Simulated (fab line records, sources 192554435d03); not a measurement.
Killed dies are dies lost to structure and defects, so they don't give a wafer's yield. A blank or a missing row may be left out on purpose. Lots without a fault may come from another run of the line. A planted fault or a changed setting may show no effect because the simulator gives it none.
Which tool did it? | flow n5_finfet | 9 lots, 27 wafers sampled, at 5 steps of a route of 1938

WHAT THE GAUGES READ, wafer by wafer
N5_SD_EPI_P_INSPECT_11: inspects for defects (macro).
lot  | measured    | on                | raw_defect_count
L226 | day 4 03:32 | defect_inspect-01 | 5 2 4
L231 | day 5 09:10 | defect_inspect-01 | 3 1 4
L233 | day 5 18:34 | defect_inspect-02 | 3 2 1
L237 | day 6 20:17 | defect_inspect-01 | 1 3 0
L238 | day 7 06:17 | defect_inspect-01 | 2 1 2
L240 | day 7 14:59 | defect_inspect-01 | 2 1 2
L242 | day 7 23:48 | defect_inspect-02 | 3 3 3
L245 | day 8 20:26 | defect_inspect-01 | 3 2 4
L246 | day 8 23:23 | defect_inspect-02 | 5 3 1

N5_BEOL_M4_RC_MEAS_101.
lot  | measured     | on        | DIBL_N (mV/V)  | DIBL_P (mV/V)  | IOFF_N (nA/um)    | IOFF_P (nA/um) | ION_N (uA/um) | ION_P (uA/um) | SS_N (mV/dec)  | SS_P (mV/dec)  | VT_N (mV)   | VT_P (mV)
L226 | day 8 11:33  | prober-02 | 36.9 36.9 34.7 | 36.3 35.9 34.3 | 0.167 0.153 0.123 | 0.18 0.18 0.16 | 677 660 672   | 461 448 457   | 71.3 71.9 70.7 | 73.6 73.7 72.6 | 250 255 254 | -254 -255 -254
L231 | day 9 16:02  | prober-02 | 36.1 36.3 36.6 | 35.1 35.6 35.9 | 0.155 0.168 0.159 | 0.20 0.22 0.22 | 669 681 673   | 462 465 461   | 71.7 70.9 71.8 | 73.6 73.2 74.5 | 252 248 251 | -251 -247 -250
L233 | day 10 11:10 | prober-02 | 32.3 34.6 34.7 | 32.4 35.4 35.3 | 0.112 0.156 0.142 | 0.19 0.23 0.22 | 658 682 660   | 462 467 459   | 70.2 71.0 71.6 | 72.7 73.5 73.2 | 254 250 252 | -249 -247 -247
L237 | day 11 05:07 | prober-01 | 35.5 37.3 37.1 | 34.7 36.9 37.1 | 0.141 0.182 0.174 | 0.20 0.23 0.24 | 656 684 688   | 460 472 467   | 70.8 71.4 71.6 | 73.3 72.7 73.9 | 254 249 249 | -251 -248 -248
L238 | day 11 14:01 | prober-02 | 38.0 36.2 33.9 | 39.2 36.7 34.5 | 0.202 0.174 0.133 | 0.22 0.19 0.16 | 691 681 667   | 464 458 457   | 72.0 71.3 70.4 | 74.4 73.9 73.4 | 245 248 251 | -251 -252 -256
L240 | day 12 10:09 | prober-02 | 38.8 37.1 37.9 | 38.5 36.2 36.2 | 0.179 0.156 0.163 | 0.24 0.22 0.22 | 675 687 672   | 463 470 460   | 71.9 71.3 71.2 | 73.6 72.2 72.9 | 249 248 251 | -250 -248 -249
L242 | day 13 01:37 | prober-02 | 34.4 35.9 34.5 | 34.3 36.0 33.9 | 0.118 0.145 0.125 | 0.18 0.21 0.18 | 667 662 662   | 462 456 463   | 70.8 71.1 71.1 | 72.6 73.1 72.5 | 256 250 252 | -251 -251 -252
L245 | day 13 10:40 | prober-01 | 35.1 36.1 35.9 | 35.2 36.0 36.8 | 0.132 0.156 0.150 | 0.16 0.18 0.19 | 676 674 680   | 463 461 462   | 70.9 71.5 71.0 | 72.4 73.2 72.9 | 251 250 251 | -254 -256 -253
L246 | day 14 00:35 | prober-02 | 36.8 36.1 36.3 | 37.8 37.0 36.7 | 0.184 0.167 0.166 | 0.23 0.21 0.21 | 694 684 680   | 471 464 459   | 71.0 71.1 71.8 | 73.2 72.9 73.4 | 246 248 247 | -249 -251 -253

WHICH TOOL RAN EACH LOT (tool, then ch and the chambers of the sampled wafers, then the start)
lot  | N5_SD_EPI_N_ETCH_34               | N5_SD_EPI_N_SD_RECESS_17        | N5_SD_EPI_P_COAT_03
L226 | rie_diel-06 ch 0,2,3, day 3 22:06 | rie_si-02 ch 0,2,3, day 3 22:45 | litho_track-02 ch 0, day 4 03:15
L231 | rie_diel-01 ch 0,3, day 5 04:47   | rie_si-02 ch 0,2,3, day 5 05:26 | litho_track-02 ch 0, day 5 08:45
L233 | rie_diel-03 ch 0,1,3, day 5 14:01 | rie_si-04 ch 0,2,3, day 5 14:40 | litho_track-02 ch 0, day 5 18:17
L237 | rie_diel-03 ch 1,2,3, day 6 16:04 | rie_si-02 ch 1,2, day 6 16:43   | litho_track-05 ch 0, day 6 20:00
L238 | rie_diel-06 ch 0,2,3, day 7 01:49 | rie_si-04 ch 0,2,3, day 7 02:29 | litho_track-05 ch 0, day 7 05:52
L240 | rie_diel-01 ch 0,1,2, day 7 10:37 | rie_si-04 ch 0,1,3, day 7 11:16 | litho_track-05 ch 0, day 7 14:34
L242 | rie_diel-03 ch 0,1,2, day 7 18:37 | rie_si-05 ch 0,1,3, day 7 19:16 | litho_track-05 ch 0, day 7 23:23
L245 | rie_diel-06 ch 0,1,3, day 8 12:46 | rie_si-02 ch 0,2,3, day 8 13:25 | litho_track-02 ch 0, day 8 20:01
L246 | rie_diel-06 ch 0,1, day 8 18:31   | rie_si-05 ch 0,3, day 8 19:10   | litho_track-03 ch 0, day 8 22:58
- N5_SD_EPI_N_ETCH_34: etches SiARC in CF4, target depth 45.5 nm, time 75.8 s.
- N5_SD_EPI_N_SD_RECESS_17: chemistry HBr/Cl2/O2, target depth 41 nm, time 23.7 s, bt time 3 s.
- N5_SD_EPI_P_COAT_03: resist thk 150 nm.

WHAT THE TOOLS THEMSELVES READ (means of the sampled wafers that have a number; where no wafer has one, the mark that the record gives instead)
N5_SD_EPI_N_ETCH_34.
lot  | tool        | drypump_motor_current_A (A) | etch_rf_on_time_s (s) | oes_product_au (a.u.) | rf_vpp_V (V) | showerhead_plenum_p_Torr (Torr) | throttle_valve_pct (%)
L226 | rie_diel-06 | 5.5                         | 75.0                  | 0.66                  | 184.9        | 2.20                            | 15.78
L231 | rie_diel-01 | 6.3                         | 76.0                  | 0.61                  | 184.8        | 2.18                            | 15.81
L233 | rie_diel-03 | 5.9                         | 76.3                  | 0.66                  | 182.9        | 2.14                            | 15.73
L237 | rie_diel-03 | 5.7                         | 75.5                  | 0.73                  | 183.3        | 2.13                            | 15.54
L238 | rie_diel-06 | 5.5                         | 75.4                  | 0.64                  | 184.4        | 2.19                            | 15.83
L240 | rie_diel-01 | 6.1                         | 76.0                  | 0.64                  | 185.1        | 2.16                            | 15.65
L242 | rie_diel-03 | 5.7                         | 76.1                  | 0.77                  | 184.5        | 2.16                            | 15.55
L245 | rie_diel-06 | 5.6                         | 74.2                  | 0.70                  | 185.4        | 2.21                            | 15.66
L246 | rie_diel-06 | 5.4                         | 76.0                  | 0.70                  | 185.7        | 2.24                            | 15.54

N5_SD_EPI_N_SD_RECESS_17.
lot  | tool      | drypump_motor_current_A (A) | oes_product_au (a.u.) | throttle_valve_pct (%)
L226 | rie_si-02 | 5.8                         | 1.005                 | 37.4
L231 | rie_si-02 | 5.8                         | 1.008                 | 37.4
L233 | rie_si-04 | 5.8                         | 0.985                 | 37.1
L237 | rie_si-02 | 6.0                         | 1.014                 | 37.1
L238 | rie_si-04 | 5.8                         | 0.987                 | 37.1
L240 | rie_si-04 | 5.6                         | 1.000                 | 37.2
L242 | rie_si-05 | 5.1                         | 1.010                 | 37.4
L245 | rie_si-02 | 5.8                         | 1.004                 | 37.4
L246 | rie_si-05 | 5.4                         | 1.001                 | 37.2

N5_SD_EPI_P_COAT_03.
lot  | tool           | resist_line_temp_C (C) | spin_speed_rpm (rpm)
L226 | litho_track-02 | 23.06                  | 1499.4
L231 | litho_track-02 | 23.02                  | 1230.7
L233 | litho_track-02 | 22.87                  | 1231.7
L237 | litho_track-05 | 23.04                  | 1500.6
L238 | litho_track-05 | 23.00                  | 1499.8
L240 | litho_track-05 | 22.94                  | 1499.7
L242 | litho_track-05 | 22.89                  | 1499.4
L245 | litho_track-02 | 23.01                  | 1500.6
L246 | litho_track-03 | 22.88                  | 1499.5

THE ANSWER, worked out from the rows above alone
Rule: what is usual is taken from the lots themselves. Put in order of their means at a reading, lots are off if they are a third of the lots or fewer, leave a main group of 4 or more, and stand apart from it by a gap of 3 or more times the standard deviation of the main group's means; of several such gaps the widest counts. A main group whose means are all the same, to the digits that the tables above print for the reading, isn't used. A lot without any number at a reading at which 4 lots or more have one is off too. The other lots that the step has rows for count as sound. The gauges are gone through in route order, then the tools' own readings, and for those a lot's mean is taken as printed above. The first step at which some lot is off is used, and at that step the reading that is off furthest; a lot without a number counts as furthest.
Off: L231, L233, at N5_SD_EPI_P_COAT_03 (spin_speed_rpm). The main group: mean 1499.9 rpm, standard deviation 0.49.
A tool fits if, at that step or a process step before it, it ran every lot that is off, and no sound lot after the first of them. None of those tried fits.

WHAT THE SIMULATOR HAD PUT IN
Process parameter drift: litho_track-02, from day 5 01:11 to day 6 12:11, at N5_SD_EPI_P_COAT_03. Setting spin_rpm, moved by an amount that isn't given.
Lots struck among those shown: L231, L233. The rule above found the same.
